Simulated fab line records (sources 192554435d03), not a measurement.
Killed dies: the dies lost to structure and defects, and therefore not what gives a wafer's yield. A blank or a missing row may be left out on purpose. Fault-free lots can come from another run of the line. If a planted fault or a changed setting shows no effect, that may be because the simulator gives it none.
Chamber matching :: flow n5Finfet :: N5_GATE_CUT_ETCH_58 on rieDiel-02 has 4 sister chambers
The step etches SiNx in CH3F/O2, target depth 17 nm, time 128.6 s. 8 wafers are shown with their chamber, then 7 later ones without.

## WAFERS WITH THEIR CHAMBER
wafer: L080.2
chamber: 0
showerheadPlenumPTorr (Torr): 2.06
drypumpMotorCurrentA (A): 5.0

wafer: L085.3
chamber: 3
showerheadPlenumPTorr (Torr): 1.92
drypumpMotorCurrentA (A): 6.0

wafer: L085.4
chamber: 2
showerheadPlenumPTorr (Torr): 2.06
drypumpMotorCurrentA (A): 5.6

wafer: L087.1
chamber: 0
showerheadPlenumPTorr (Torr): 2.06
drypumpMotorCurrentA (A): 5.0

wafer: L087.2
chamber: 1
showerheadPlenumPTorr (Torr): 1.94
drypumpMotorCurrentA (A): 6.5

wafer: L087.5
chamber: 2
showerheadPlenumPTorr (Torr): 2.05
drypumpMotorCurrentA (A): 5.5

wafer: L089.2
chamber: 3
showerheadPlenumPTorr (Torr): 1.92
drypumpMotorCurrentA (A): 6.0

wafer: L089.3
chamber: 1
showerheadPlenumPTorr (Torr): 1.94
drypumpMotorCurrentA (A): 6.4

## WAFERS WITHOUT THEIR CHAMBER
wafer: L089.5
showerheadPlenumPTorr (Torr): 2.05
drypumpMotorCurrentA (A): 5.6

wafer: L095.2
showerheadPlenumPTorr (Torr): 1.91
drypumpMotorCurrentA (A): 6.0

wafer: L095.3
showerheadPlenumPTorr (Torr): 2.05
drypumpMotorCurrentA (A): 5.6

wafer: L095.6
showerheadPlenumPTorr (Torr): 1.93
drypumpMotorCurrentA (A): 6.4

wafer: L096.1
showerheadPlenumPTorr (Torr): 2.05
drypumpMotorCurrentA (A): 5.6

wafer: L096.2
showerheadPlenumPTorr (Torr): 2.05
drypumpMotorCurrentA (A): 5.0

wafer: L096.4
showerheadPlenumPTorr (Torr): 1.93
drypumpMotorCurrentA (A): 6.5

## THE CHAMBER EACH PASSED THROUGH
wafer: L089.5
from the rows above: 2
in truth: 2

wafer: L095.2
from the rows above: 3
in truth: 3

wafer: L095.3
from the rows above: 2
in truth: 2

wafer: L095.6
from the rows above: 1
in truth: 1

wafer: L096.1
from the rows above: 2
in truth: 2

wafer: L096.2
from the rows above: 0
in truth: 0

wafer: L096.4
from the rows above: 1
in truth: 1
7 of 7 placed correctly. From these rows, 0 cannot be placed. Wrongly placed: 0.
How it was worked out, from the rows above alone: a wafer's distance from a chamber is the root of the sum, over the readings, of the square of ((its reading less the chamber's mean) divided by the reading's scatter). The wafer belongs to the nearest chamber; if the next one is less than 2 further off, it can't be placed. Each chamber's mean is taken over the wafers shown for it. How the scatter is found: for the shown wafers, subtract from each reading the mean of its chamber, square and add these, divide the total by (wafers less chambers), then take the root.
